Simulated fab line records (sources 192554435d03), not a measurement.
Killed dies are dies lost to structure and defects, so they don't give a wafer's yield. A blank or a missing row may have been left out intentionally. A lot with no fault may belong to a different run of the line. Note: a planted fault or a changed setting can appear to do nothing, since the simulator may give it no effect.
fab line records	flow n5Finfet
[record] lots = 11	wafers = 31	lastDay = 17
route steps=1938 shown BEOL_M14@1748 PASSIVATION@1936
lots that met no fault: from a run of the same line without faults
startH: hours from the record's first day to the start of the lot's first wafer shown	waitH: hours since the lot's step before	" the same as in the row above	L1.1+2: several wafers, shown together as one row	- no value, or no start given	* or withheld: withheld	< > ~ a bound
route shown NAME@n: NAME is a module with steps in the file, n the number in the route of the first one	usual: mean and standard deviation over wafers with no fault	same: alike in all rows	chamber/n: place in a boat	sites: each site's reading	_std_site: standard deviation of those values	_edge_site: the outer-site mean with the inner-site mean subtracted	radiusMm: for every site, how far away it sits from the centre of the wafer	mask NAME#n: copy n	behind: tool/chamber where the wafer was last shaped	hold: why the lot went on hold/how many hours it stayed there/how the hold came to an end	device: whichever transistor did not switch (one of n, p or np)	end of line: tests run on the same wafers once the route is complete	a step given without rows: its recipe and nothing more	killed: at the first sort, the dies lost to defects and structure; wafer yield is something else	map: dies across one wafer; x = killed, . = not, _ = none there
set.NAME: the setting the step ran with; set.NAME@STEP: the setting that earlier step ran with	model.NAME: the simulator's own value behind a step, which no gauge read
the route's steps for a sample of lots (tables are steps, rows are wafers)
services: a tool's chamber out of use, with start hour (startH, from the record's first day; less than 0 if before it), hours out, and reason
[[steps]]
[step N5_BEOL_M14_INSPECT_30]
[recipe] mode = adi	inspectInstrument = macro
[usual] rawDefectCount = 2.0/1.4
lot.wafer	tool	chamber	startH	waitH	rawDefectCount
L979.3	defectInspect-01	-	263.69	0.0	1
L979.5	"	-	"	"	1
L979.6	"	-	"	"	0
L984.1	defectInspect-01	-	277.34	0.0	3
L984.2	"	-	"	"	3
L984.6	"	-	"	"	3
L983.2	defectInspect-01	-	284.88	0.0	2
L983.3	"	-	"	"	3
L983.5	"	-	"	"	0
L985.2	defectInspect-02	-	305.04	0.0	0
L985.4	"	-	"	"	1
L985.5	"	-	"	"	2
L987.1	defectInspect-01	-	306.79	0.0	2
L987.3	"	-	"	"	0
L988.1	defectInspect-02	-	310.90	0.0	2
L988.3	"	-	"	"	1
L993.1	defectInspect-02	-	335.69	0.0	3
L993.3	"	-	"	"	2
L993.4	"	-	"	"	1
L996.1	defectInspect-02	-	366.66	0.0	1
L996.4	"	-	"	"	4
L996.5	"	-	"	"	1
L998.2	defectInspect-01	-	367.79	0.0	1
L998.3	"	-	"	"	2
L998.5	"	-	"	"	1
L999.2	defectInspect-02	-	384.48	0.0	2
L999.4	"	-	"	"	0
L999.6	"	-	"	"	1
L101.1	defectInspect-01	-	386.65	0.0	4
L101.2	"	-	"	"	1
L101.4	"	-	"	"	0
[step N5_BEOL_M14_STRIP_37]
[recipe] chemistry = O2	powerW = 600	tempC = 60	pressureMtorr = 30	rfFrequencyHz = 6e+07	biasPowerW = 0	overashFraction = 0.3	o2FlowSccm = 225
[usual] drypumpMotorCurrentA = 5.9/0.39	o2FlowSccm = 225.0/0.66	oesProductAu = 0.80/0.098	rfVppV = 3.6/1	showerheadPlenumPTorr = 2.09/0.053	tempC = 59.99/0.13	throttleValvePct = 16.67/0.25
[same] overashFraction = 0.3
lot.wafer	tool	chamber	startH	waitH	drypumpMotorCurrentA	o2FlowSccm	oesProductAu	rfHoursCounterH	rfVppV	showerheadPlenumPTorr	tempC	throttleValvePct
L979.3	rieDiel-04	2	265.09	0.7	5.2	224.8	0.72	224	4.0	2.06	59.80	16.96
L979.5	"	2	"	"	5.2	224.3	0.72	-	5.3	2.06	59.86	16.96
L979.6	"	1	"	"	5.7	225.2	0.74	-	2.0	2.17	60.08	16.89
L984.1	rieDiel-01	3	282.07	3.9	6.1	224.5	0.81	92	2.4	2.12	59.86	16.80
L984.2	"	1	"	"	6.6	225.0	0.70	230	3.0	2.06	59.73	16.93
L984.6	"	2	"	"	5.9	224.2	0.72	-	4.0	2.08	59.84	16.62
L983.2	rieDiel-04	2	285.57	0.0	5.1	225.5	0.70	231	3.1	2.06	60.01	16.98
L983.3	"	3	"	"	6.1	225.4	0.87	38	3.4	2.05	59.92	16.46
L983.5	"	1	"	"	5.7	224.1	0.74	-	4.3	2.17	60.09	16.98
L985.2	rieDiel-04	1	309.87	3.7	5.7	223.9	0.73	189	2.1	2.16	59.95	16.96
L985.4	"	2	"	"	5.2	224.1	0.70	239	3.8	2.06	60.10	17.02
L985.5	"	2	"	"	5.2	225.2	0.69	-	3.7	2.06	60.18	17.01
L987.1	rieDiel-03	2	311.70	4.2	5.8	224.0	0.69	233	3.5	2.07	60.10	16.94
L987.3	"	3	"	"	6.2	224.9	0.92	29	3.4	2.05	59.88	16.41
L988.1	rieDiel-03	2	312.49	1.0	5.8	225.3	0.67	234	4.6	2.07	59.96	16.92
L988.3	"	3	"	"	6.2	225.8	0.93	30	3.6	2.04	60.07	16.40
L993.1	rieDiel-03	3	337.50	0.8	6.2	224.8	0.88	38	3.5	2.04	59.99	16.40
L993.3	"	1	"	"	6.0	224.2	0.86	38	2.1	2.05	59.88	16.62
L993.4	"	1	"	"	6.0	224.8	0.86	-	3.2	2.05	60.04	16.60
L996.1	rieDiel-04	0	368.89	0.7	5.4	225.2	0.87	36	3.7	2.05	60.38	16.33
L996.4	"	0	"	"	5.4	226.5	0.89	-	3.1	2.05	60.15	16.32
L996.5	"	3	"	"	6.0	225.9	0.82	-	3.9	2.04	59.81	16.47
L998.2	rieDiel-03	3	369.60	0.7	6.2	224.2	0.87	53	4.5	2.04	59.95	16.45
L998.3	"	2	"	"	5.8	224.5	0.67	249	4.4	2.06	60.09	16.98
L998.5	"	3	"	"	6.1	226.2	0.87	-	3.2	2.04	59.98	16.40
L999.2	rieDiel-01	0	386.90	1.7	6.4	224.6	0.78	111	6.4	2.19	60.02	16.82
L999.4	"	0	"	"	6.5	224.6	0.79	-	5.1	2.19	60.03	16.82
L999.6	"	2	"	"	5.9	224.4	0.68	-	1.9	2.07	60.04	16.69
L101.1	rieDiel-01	2	389.55	2.3	5.9	226.1	0.69	227	3.8	2.07	59.90	16.66
L101.2	"	0	"	"	6.4	225.2	0.77	112	3.5	2.19	59.96	16.84
L101.4	"	2	"	"	5.9	226.3	0.68	-	2.7	2.07	59.76	16.70
[step N5_BEOL_M14_SPUTTER_43]
[recipe] material = TaN	targetThkA = 150	tempC = 50	biasV = 168.6	powerW = 15000	chamberPressurePa = 0.12	timeS = 24.19
[usual] throttleValvePct = 29.6/1.1
lot.wafer	tool	chamber	startH	waitH	throttleValvePct
L979.3	pvdSputter-01	-	265.66	0.0	30.1
L979.5	"	-	"	"	30.9
L979.6	"	-	"	"	31.1
L984.1	pvdSputter-02	-	282.88	0.0	30.1
L984.2	"	-	"	"	29.0
L984.6	"	-	"	"	29.9
L983.2	pvdSputter-03	-	286.15	0.0	27.6
L983.3	"	-	"	"	30.0
L983.5	"	-	"	"	27.8
L985.2	pvdSputter-03	-	310.49	0.0	29.2
L985.4	"	-	"	"	29.8
L985.5	"	-	"	"	27.8
L987.1	pvdSputter-03	-	312.59	0.0	29.2
L987.3	"	-	"	"	31.1
L988.1	pvdSputter-03	-	313.27	0.0	27.8
L988.3	"	-	"	"	29.1
L993.1	pvdSputter-02	-	338.24	0.0	30.0
L993.3	"	-	"	"	28.6
L993.4	"	-	"	"	30.4
L996.1	pvdSputter-02	-	369.56	0.0	28.5
L996.4	"	-	"	"	29.0
L996.5	"	-	"	"	28.7
L998.2	pvdSputter-01	-	370.08	0.0	28.6
L998.3	"	-	"	"	31.1
L998.5	"	-	"	"	31.1
L999.2	pvdSputter-01	-	387.33	0.0	30.8
L999.4	"	-	"	"	29.0
L999.6	"	-	"	"	28.6
L101.1	pvdSputter-02	-	390.28	0.0	28.9
L101.2	"	-	"	"	28.6
L101.4	"	-	"	"	30.3
[step N5_BEOL_M14_CMP_49]
[recipe] stopOn = SiO2	tOverpolishS = 5.2	downForcePsi = 2	platenRpm = 80	clearingPlatenDownForcePsi = 2	clearingPlatenRpm = 80	postCmpClean = cuAlkaline	targetThkNm = 560	clearingPlatenPadVelocityMS = 1.5917	padVelocityMS = 1.5917
[usual] barrierFieldEndpointS = 11.37/0.24	motorCurrentA = 8.2/0.97
lot.wafer	tool	chamber	startH	waitH	barrierFieldEndpointS	motorCurrentA
L979.3	cmp-02	3	266.54	0.3	11.08	10.2
L979.6	"	0	"	"	11.25	7.5
L979.5	"	1	"	"	11.16	7.9
L984.1	cmp-04	1	283.71	0.3	11.38	9.6
L984.2	"	3	"	"	11.28	7.8
L984.6	"	1	"	"	11.63	9.5
L983.3	cmp-04	0	286.99	0.2	11.17	7.4
L983.2	"	1	"	"	11.66	9.2
L983.5	"	3	"	"	11.32	7.9
L985.2	cmp-02	2	311.44	0.3	11.50	7.4
L985.4	"	3	"	"	11.45	9.9
L985.5	"	0	"	"	11.12	7.6
L987.3	cmp-04	3	313.35	0.2	10.46	8.2
L987.1	"	1	"	"	10.44	9.2
L988.1	cmp-02	3	314.07	0.3	10.06	10.2
L988.3	"	1	"	"	10.08	7.8
L993.4	cmp-04	0	339.01	0.1	11.55	7.0
L993.3	"	2	"	"	11.63	7.5
L993.1	"	3	"	"	11.68	8.0
L996.1	cmp-02	3	370.40	0.3	11.26	9.4
L996.4	"	0	"	"	11.14	7.8
L996.5	"	2	"	"	11.26	7.5
L998.2	cmp-01	3	370.98	0.2	11.33	8.5
L998.3	"	2	"	"	11.24	9.3
L998.5	"	0	"	"	11.28	8.4
L999.4	cmp-01	1	388.17	0.2	10.78	9.8
L999.2	"	2	"	"	11.19	9.3
L999.6	"	3	"	"	11.42	8.3
L101.1	cmp-02	3	391.21	0.3	11.11	9.9
L101.4	"	0	"	"	11.04	7.7
L101.2	"	1	"	"	11.22	7.8
[step N5_BEOL_M14_DEP_53]
[recipe] material = SiCN	targetThkA = 500	tempC = withheld	precursor = 3MS/NH3	pressureTorr = 3	rfW = 675	timeS = 17.8
[usual] showerheadPlenumPTorr = 4.164/0.014	throttleValvePct = 18.0/0.5
lot.wafer	tool	chamber	startH	waitH	showerheadPlenumPTorr	throttleValvePct
L979.3	pecvd-01	1	266.78	0.0	4.152	18.0
L979.5	"	1	"	"	4.164	18.1
L979.6	"	2	"	"	4.176	17.9
L984.1	pecvd-01	2	284.03	0.0	4.174	17.8
L984.2	"	0	"	"	4.167	17.9
L984.6	"	0	"	"	4.169	18.1
L983.2	pecvd-01	2	287.27	0.0	4.174	18.0
L983.3	"	1	"	"	4.163	18.1
L983.5	"	1	"	"	4.165	18.0
L985.2	pecvd-01	0	311.72	0.0	4.160	18.3
L985.4	"	2	"	"	4.178	18.0
L985.5	"	0	"	"	4.179	17.9
L987.1	pecvd-01	1	313.71	0.0	4.162	18.5
L987.3	"	0	"	"	4.175	17.9
L988.1	pecvd-01	0	314.39	0.0	4.170	17.9
L988.3	"	2	"	"	4.181	18.1
L993.1	pecvd-01	2	339.36	0.0	4.176	18.1
L993.3	"	1	"	"	4.156	18.2
L993.4	"	0	"	"	4.166	18.0
L996.1	pecvd-01	1	370.69	0.0	4.168	18.1
L996.4	"	0	"	"	4.160	18.1
L996.5	"	1	"	"	4.158	18.3
L998.2	pecvd-01	0	371.34	0.0	4.169	17.9
L998.3	"	1	"	"	4.163	18.1
L998.5	"	1	"	"	4.165	18.0
L999.2	pecvd-01	2	388.45	0.0	4.178	17.9
L999.4	"	2	"	"	4.177	18.2
L999.6	"	1	"	"	4.162	18.2
L101.1	pecvd-02	1	391.53	0.0	4.175	18.5
L101.2	"	2	"	"	4.169	16.7
L101.4	"	2	"	"	4.164	16.5
[step N5_PASSIVATION_PROBE_49]
[usual] defectLimitedYield = 91.2/1.5	killed_at_M0_to_M3 = 35/11	killed_at_M4_up = 13/5.6	killedAtContacts = 13/6.3	killedAtFrontEnd = 38/12	killedAtOther = 3.7/2.9	killedDies = 104/18	killedOpen = 69/13	killedShort = 34/8.3	sort_bin_5_function = 5.2/0.95	sort_bin_6_memory = 3.3/0.68	sortNPass = 1076/18	sortYieldPct = 91.2/1.5
[same] grossDies = 1180	killedAtBackSide = 0	sort_bin_4_leakage[%] = 0	sort_bin_8_speed[%] = 0
lot.wafer	tool	chamber	startH	waitH	defectLimitedYield[%]	killed_at_M0_to_M3	killed_at_M4_up	killedAtContacts	killedAtFrontEnd	killedAtOther	killedDies	killedOpen	killedShort	sort_bin_5_function[%]	sort_bin_6_memory[%]	sortNPass	sortYieldPct[%]
L979.3	prober-01	-	286.11	0.1	91.9	36	13	18	29	0	96	64	29	4.8	3.1	1084	91.9
L979.5	prober-01	-	286.21	0.2	91.0	48	13	17	24	4	106	73	33	5.4	3.0	1074	91.0
L979.6	prober-01	-	286.26	0.3	91.1	42	21	11	25	6	105	78	23	5.4	3.2	1075	91.1
L984.1	prober-01	-	305.57	0.0	91.0	31	12	11	42	10	106	77	29	5.8	3.2	1074	91.0
L984.2	prober-01	-	305.62	0.1	92.2	38	16	8	21	9	92	65	24	4.0	3.5	1088	92.2
L984.6	prober-01	-	305.82	0.3	93.1	36	15	4	22	5	82	52	25	4.2	2.7	1098	93.1
L983.2	prober-01	-	311.56	0.1	92.3	29	16	9	33	4	91	62	26	4.3	3.1	1089	92.3
L983.3	prober-01	-	311.61	0.1	91.8	33	12	21	29	2	97	63	31	5.0	3.1	1083	91.8
L983.5	prober-01	-	311.71	0.2	93.6	41	7	17	10	1	76	49	23	3.5	2.7	1104	93.6
L985.2	prober-02	-	333.00	0.1	90.2	29	10	10	65	2	116	76	39	5.4	4.0	1064	90.2
L985.4	prober-02	-	333.10	0.2	91.2	32	12	14	46	0	104	75	28	5.7	2.9	1076	91.2
L985.5	prober-02	-	333.15	0.2	87.1	49	17	25	59	2	152	98	52	7.7	4.6	1028	87.1
L988.1	prober-01	-	337.84	0.0	92.2	38	15	12	26	1	92	66	25	4.3	3.3	1088	92.2
L988.3	prober-01	-	337.94	0.1	91.4	27	17	9	47	1	101	69	29	4.7	3.7	1079	91.4
L987.1	prober-01	-	338.14	0.2	91.7	32	12	11	43	0	98	68	30	4.7	3.4	1082	91.7
L987.3	prober-01	-	338.24	0.3	90.9	53	1	10	41	2	107	79	27	5.2	3.7	1073	90.9
L993.1	prober-01	-	364.72	0.0	86.9	61	13	10	68	2	154	93	61	7.9	4.6	1026	86.9
L993.3	prober-01	-	364.82	0.1	91.4	30	11	13	46	1	101	59	42	4.6	3.6	1079	91.4
L993.4	prober-01	-	364.87	0.2	86.9	50	14	3	84	4	155	101	53	7.3	5.4	1025	86.9
L996.1	prober-02	-	394.17	0.0	91.3	35	19	18	23	8	103	66	35	5.1	3.4	1077	91.3
L996.4	prober-02	-	394.32	0.2	90.4	42	23	24	21	3	113	76	36	5.8	3.4	1067	90.4
L996.5	prober-02	-	394.37	0.2	88.5	54	24	25	32	1	136	95	40	7.1	4.2	1044	88.5
L998.2	prober-02	-	397.98	0.6	88.6	45	9	15	64	1	134	74	60	7.4	3.5	1046	88.6
L998.3	prober-02	-	398.03	0.7	90.4	33	7	11	62	0	113	69	43	5.2	3.8	1067	90.4
L998.5	prober-02	-	398.13	0.8	91.6	31	11	12	42	3	99	63	36	5.6	2.5	1081	91.6
L999.2	prober-01	-	409.89	0.1	89.3	46	11	18	49	2	126	90	32	6.4	3.6	1054	89.3
L999.4	prober-01	-	409.99	0.2	91.1	37	12	13	37	6	105	68	33	5.6	3.2	1075	91.1
L999.6	prober-01	-	410.09	0.3	91.7	25	14	14	43	2	98	66	30	4.7	3.0	1082	91.7
L101.1	prober-01	-	411.86	0.0	92.0	20	18	17	34	5	94	62	32	4.3	3.3	1086	92.0
L101.2	prober-01	-	411.91	0.1	91.5	28	15	15	39	3	100	68	31	4.7	3.4	1080	91.5
L101.4	prober-01	-	412.01	0.2	92.3	18	15	17	32	9	91	63	28	4.7	2.8	1089	92.3
// killed by level:class
L979.3 MOL_CONTACT_COAG:geometricParticle:open=14 BEOL_M1:geometricParticle:open=10 BEOL_M0_SAQP:geometricParticle:open=9 FIN_SAQP:geometricParticle:short=6 BEOL_M4:geometricParticle:open=6 DUMMY_GATE:geometricParticle:open=5 BEOL_M0_SAQP:geometricParticle:short=5 STARTING-WAFER:geometricParticle:open=4
L979.5 BEOL_M0_SAQP:geometricParticle:open=15 MOL_CONTACT_COAG:geometricParticle:open=13 BEOL_M1:geometricParticle:open=12 BEOL_M0_SAQP:geometricParticle:short=6 STI_FIN_REVEAL:geometricParticle:open=5 BEOL_M3:geometricParticle:open=5 MOL_CONTACT_COAG:geometricParticle:short=4 FIN_SAQP:geometricParticle:open=3
L979.6 BEOL_M1:geometricParticle:open=15 BEOL_M4:geometricParticle:open=10 MOL_CONTACT_COAG:geometricParticle:open=9 BEOL_M0_SAQP:geometricParticle:open=7 STI_FIN_REVEAL:geometricParticle:open=5 BEOL_M8:geometricParticle:open=5 FIN_SAQP:geometricParticle:short=4 BEOL_M3:geometricParticle:open=4
L984.1 STI_FIN_REVEAL:geometricParticle:open=11 MOL_CONTACT_COAG:geometricParticle:open=10 FIN_SAQP:geometricParticle:short=8 BEOL_M0_SAQP:geometricParticle:short=6 BEOL_M7:geometricParticle:open=6 BEOL_M0_SAQP:geometricParticle:open=5 BEOL_M3:geometricParticle:open=5 STARTING-WAFER:geometricParticle:open=5
L984.2 BEOL_M0:geometricParticle:open=10 BEOL_M0_SAQP:geometricParticle:open=9 MOL_CONTACT_COAG:geometricParticle:open=7 BEOL_M1:geometricParticle:open=7 BEOL_M8:geometricParticle:open=4 BEOL_M4:geometricParticle:open=4 STARTING-WAFER:geometricParticle:open=4 STI_FIN_REVEAL:geometricParticle:open=3
L984.6 BEOL_M0_SAQP:geometricParticle:short=7 BEOL_M0:geometricParticle:open=6 BEOL_M2:geometricParticle:open=6 BEOL_M3:geometricParticle:open=5 MOL_CONTACT_COAG:geometricParticle:open=4 BEOL_M0_SAQP:geometricParticle:open=4 BEOL_M7:geometricParticle:open=4 BEOL_M8:geometricParticle:open=4
L983.2 FIN_SAQP:geometricParticle:open=9 BEOL_M1:geometricParticle:open=7 BEOL_M4:geometricParticle:open=7 MOL_CONTACT_COAG:geometricParticle:open=6 BEOL_M0_SAQP:geometricParticle:open=6 STI_FIN_REVEAL:geometricParticle:open=5 BEOL_M0_SAQP:geometricParticle:short=5 FIN_SAQP:geometricParticle:short=4
L983.3 MOL_CONTACT_COAG:geometricParticle:open=16 BEOL_M0_SAQP:geometricParticle:short=11 BEOL_M0_SAQP:geometricParticle:open=8 STI_FIN_REVEAL:geometricParticle:open=7 FIN_SAQP:geometricParticle:open=5 MOL_CONTACT_COAG:geometricParticle:short=5 GATE_CUT:geometricParticle:short=4 BEOL_M1:geometricParticle:open=4
L983.5 MOL_CONTACT_COAG:geometricParticle:open=13 BEOL_M0_SAQP:geometricParticle:open=11 BEOL_M0_SAQP:geometricParticle:short=10 BEOL_M3:geometricParticle:open=8 BEOL_M1:geometricParticle:open=4 MOL_CONTACT_COAG:geometricParticle:short=3 BEOL_M2:geometricParticle:open=3 FIN_SAQP:geometricParticle:short=2
L985.2 FIN_SAQP:geometricParticle:short=17 FIN_SAQP:geometricParticle:open=16 STI_FIN_REVEAL:geometricParticle:open=12 MOL_CONTACT_COAG:geometricParticle:open=8 BEOL_M0_SAQP:geometricParticle:open=8 GATE_CUT:geometricParticle:short=5 BEOL_M0_SAQP:geometricParticle:short=5 STARTING-WAFER:geometricParticle:open=5
L985.4 FIN_SAQP:geometricParticle:open=13 MOL_CONTACT_COAG:geometricParticle:open=12 STI_FIN_REVEAL:geometricParticle:open=11 FIN_SAQP:geometricParticle:short=10 BEOL_M0_SAQP:geometricParticle:open=8 BEOL_M0_SAQP:geometricParticle:short=7 BEOL_M1:geometricParticle:open=6 BEOL_M4:geometricParticle:open=5
L985.5 FIN_SAQP:geometricParticle:short=24 MOL_CONTACT_COAG:geometricParticle:open=21 BEOL_M2:geometricParticle:open=12 FIN_SAQP:geometricParticle:open=11 BEOL_M0_SAQP:geometricParticle:open=11 BEOL_M0_SAQP:geometricParticle:short=11 BEOL_M4:geometricParticle:open=6 BEOL_M3:geometricParticle:open=6
L988.1 BEOL_M0_SAQP:geometricParticle:short=11 STI_FIN_REVEAL:geometricParticle:open=10 MOL_CONTACT_COAG:geometricParticle:open=10 BEOL_M4:geometricParticle:open=10 BEOL_M0_SAQP:geometricParticle:open=9 BEOL_M2:geometricParticle:open=7 BEOL_M3:geometricParticle:open=4 FIN_SAQP:geometricParticle:short=3
L988.3 STI_FIN_REVEAL:geometricParticle:open=10 FIN_SAQP:geometricParticle:open=9 MOL_CONTACT_COAG:geometricParticle:open=8 BEOL_M0_SAQP:geometricParticle:short=7 BEOL_M0_SAQP:geometricParticle:open=6 BEOL_M4:geometricParticle:open=6 BEOL_M2:geometricParticle:open=5 FIN_SAQP:geometricParticle:short=4
L987.1 STI_FIN_REVEAL:geometricParticle:open=10 MOL_CONTACT_COAG:geometricParticle:open=10 BEOL_M1:geometricParticle:open=9 GATE_CUT:geometricParticle:open=8 GATE_CUT:geometricParticle:short=7 BEOL_M2:geometricParticle:open=7 BEOL_M0_SAQP:geometricParticle:short=6 BEOL_M7:geometricParticle:open=4
L987.3 STI_FIN_REVEAL:geometricParticle:open=16 BEOL_M0_SAQP:geometricParticle:open=13 BEOL_M2:geometricParticle:open=12 BEOL_M0_SAQP:geometricParticle:short=9 BEOL_M1:geometricParticle:open=8 FIN_SAQP:geometricParticle:open=7 MOL_CONTACT_COAG:geometricParticle:open=6 BEOL_M3:geometricParticle:open=6
L993.1 BEOL_M0_SAQP:geometricParticle:short=22 FIN_SAQP:geometricParticle:open=19 BEOL_M0_SAQP:geometricParticle:open=19 FIN_SAQP:geometricParticle:short=11 BEOL_M3:geometricParticle:open=9 STI_FIN_REVEAL:geometricParticle:open=8 MOL_CONTACT_COAG:geometricParticle:open=8 DUMMY_GATE:geometricParticle:open=5
L993.3 FIN_SAQP:geometricParticle:short=16 BEOL_M2:geometricParticle:open=11 MOL_CONTACT_COAG:geometricParticle:open=10 FIN_SAQP:geometricParticle:open=8 STI_FIN_REVEAL:geometricParticle:open=7 BEOL_M4:geometricParticle:open=6 GATE_CUT:geometricParticle:short=6 BEOL_M2:geometricParticle:short=4
L993.4 FIN_SAQP:geometricParticle:open=21 BEOL_M0_SAQP:geometricParticle:open=17 FIN_SAQP:geometricParticle:short=14 STI_FIN_REVEAL:geometricParticle:open=13 BEOL_M0_SAQP:geometricParticle:short=9 BEOL_M2:geometricParticle:open=7 BEOL_M4:geometricParticle:open=7 STARTING-WAFER:geometricParticle:short=6
L996.1 MOL_CONTACT_COAG:geometricParticle:open=14 BEOL_M4:geometricParticle:open=11 BEOL_M0_SAQP:geometricParticle:open=10 BEOL_M0_SAQP:geometricParticle:short=10 BEOL_M2:geometricParticle:open=6 STI_FIN_REVEAL:geometricParticle:open=4 MOL_CONTACT_COAG:geometricParticle:short=4 PASS1_CAP:geometricParticle:open=4
L996.4 MOL_CONTACT_COAG:geometricParticle:open=17 BEOL_M0_SAQP:geometricParticle:open=10 BEOL_M4:geometricParticle:open=10 STI_FIN_REVEAL:geometricParticle:open=9 BEOL_M0_SAQP:geometricParticle:short=9 MOL_CONTACT_COAG:geometricParticle:short=7 BEOL_M2:geometricParticle:open=7 BEOL_M3:geometricParticle:open=6
L996.5 MOL_CONTACT_COAG:geometricParticle:open=22 BEOL_M0_SAQP:geometricParticle:short=17 BEOL_M4:geometricParticle:open=16 BEOL_M0_SAQP:geometricParticle:open=13 STI_FIN_REVEAL:geometricParticle:open=11 BEOL_M3:geometricParticle:open=9 BEOL_M1:geometricParticle:open=6 GATE_CUT:geometricParticle:open=5
L998.2 FIN_SAQP:geometricParticle:short=18 FIN_SAQP:geometricParticle:open=15 BEOL_M0_SAQP:geometricParticle:short=13 STI_FIN_REVEAL:geometricParticle:open=12 MOL_CONTACT_COAG:geometricParticle:open=12 BEOL_M0_SAQP:geometricParticle:open=11 BEOL_M0:geometricParticle:short=8 BEOL_M4:geometricParticle:open=7
L998.3 FIN_SAQP:geometricParticle:short=20 FIN_SAQP:geometricParticle:open=18 STI_FIN_REVEAL:geometricParticle:open=14 BEOL_M0_SAQP:geometricParticle:short=12 MOL_CONTACT_COAG:geometricParticle:open=9 BEOL_M0_SAQP:geometricParticle:open=9 BEOL_M3:geometricParticle:open=4 GATE_CUT:geometricParticle:open=3
L998.5 STI_FIN_REVEAL:geometricParticle:open=13 MOL_CONTACT_COAG:geometricParticle:open=12 BEOL_M0_SAQP:geometricParticle:short=9 FIN_SAQP:geometricParticle:short=7 BEOL_M0_SAQP:geometricParticle:open=7 BEOL_M4:geometricParticle:open=6 BEOL_M2:geometricParticle:open=5 FIN_SAQP:geometricParticle:open=4
L999.2 MOL_CONTACT_COAG:geometricParticle:open=14 FIN_SAQP:geometricParticle:open=11 BEOL_M0_SAQP:geometricParticle:open=11 STI_FIN_REVEAL:geometricParticle:open=10 BEOL_M0:geometricParticle:open=7 BEOL_M2:geometricParticle:open=7 BEOL_M0_SAQP:geometricParticle:short=6 DUMMY_GATE:geometricParticle:open=5
L999.4 MOL_CONTACT_COAG:geometricParticle:open=12 FIN_SAQP:geometricParticle:open=9 BEOL_M0_SAQP:geometricParticle:open=9 FIN_SAQP:geometricParticle:short=8 BEOL_M3:geometricParticle:open=6 BEOL_M0_SAQP:geometricParticle:short=5 BEOL_M1:geometricParticle:open=5 STI_FIN_REVEAL:geometricParticle:open=4
L999.6 FIN_SAQP:geometricParticle:open=11 FIN_SAQP:geometricParticle:short=9 MOL_CONTACT_COAG:geometricParticle:open=9 STI_FIN_REVEAL:geometricParticle:open=8 BEOL_M1:geometricParticle:open=7 BEOL_M3:geometricParticle:open=6 GATE_CUT:geometricParticle:short=5 MOL_CONTACT_COAG:geometricParticle:short=5
L101.1 STI_FIN_REVEAL:geometricParticle:open=15 MOL_CONTACT_COAG:geometricParticle:open=13 BEOL_M4:geometricParticle:open=6 GATE_CUT:geometricParticle:short=5 BEOL_M2:geometricParticle:open=5 MOL_CONTACT_COAG:geometricParticle:short=4 BEOL_M2:geometricParticle:short=4 BEOL_M3:geometricParticle:open=4
L101.2 FIN_SAQP:geometricParticle:short=17 BEOL_M2:geometricParticle:open=13 FIN_SAQP:geometricParticle:open=11 MOL_CONTACT_COAG:geometricParticle:open=10 BEOL_M0_SAQP:geometricParticle:open=6 BEOL_M4:geometricParticle:open=5 MOL_CONTACT_COAG:geometricParticle:short=4 BEOL_M0_SAQP:geometricParticle:short=4
L101.4 MOL_CONTACT_COAG:geometricParticle:open=15 BEOL_M2:geometricParticle:open=11 STI_FIN_REVEAL:geometricParticle:open=7 BEOL_M4:geometricParticle:open=7 FIN_SAQP:geometricParticle:short=6 FIN_SAQP:geometricParticle:open=6 GATE_CUT:geometricParticle:short=5 BEOL_M0_SAQP:geometricParticle:short=5
[[services]]
tool	chamber	startH	hours	kind
pecvd-02	1	242.54	2.1	repair
rieDiel-04	0	244.31	-	clean
rieDiel-04	0	244.31	-	consumableReplace:focusRing
rieDiel-04	0	244.31	18.2	scheduledDown
rieDiel-04	0	244.31	18.2	ventCycle
cmp-04	-	253.81	6.2	pm
rieDiel-03	1	261.09	19.7	repair
cmp-01	-	263.13	2.2	repair
pecvd-02	-	266.62	1.8	repair
cmp-01	-	266.86	4.0	pm
pecvd-01	-	316.10	14.6	pm
pecvd-02	2	325.63	3.6	repair
rieDiel-03	2	333.64	14.0	repair
pvdSputter-03	-	340.21	4.5	repair
rieDiel-04	2	345.36	-	clean
rieDiel-04	2	345.36	-	consumableReplace:focusRing
rieDiel-04	2	345.36	27.9	scheduledDown
rieDiel-04	2	345.36	27.9	ventCycle
rieDiel-04	0	346.07	5.5	repair
rieDiel-01	0	350.57	4.9	repair
rieDiel-01	3	365.79	24.3	repair
cmp-01	-	374.74	0.5	repair
rieDiel-04	-	378.75	4.3	pm
rieDiel-01	1	381.65	11.7	repair
[[key]]
[firstSign] step = N5_BEOL_M14_CMP_49	reading = barrierFieldEndpointS	direction = down	sigmas = 4.7	usual = 11.37	struck = 10.26
effect none on later readings
metAt N5_BEOL_M14_SPUTTER_43
struckLots L987,L988
struckWafers L987.1,L987.3,L988.1,L988.3
notActingAt N5_BEOL_M14_INSPECT_30,N5_BEOL_M14_STRIP_37,N5_BEOL_M14_DEP_53
onsetBetween 310.49 312.59
[fault] kind = processParameterDrift	tool = pvdSputter-03	chamber = -	onsetH = 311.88	steps = N5_BEOL_M14_SPUTTER_43	channel = timeS	offset = *	shape = step	endH = 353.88	scope = struckWafersOnly	actsIn = *	stated = *
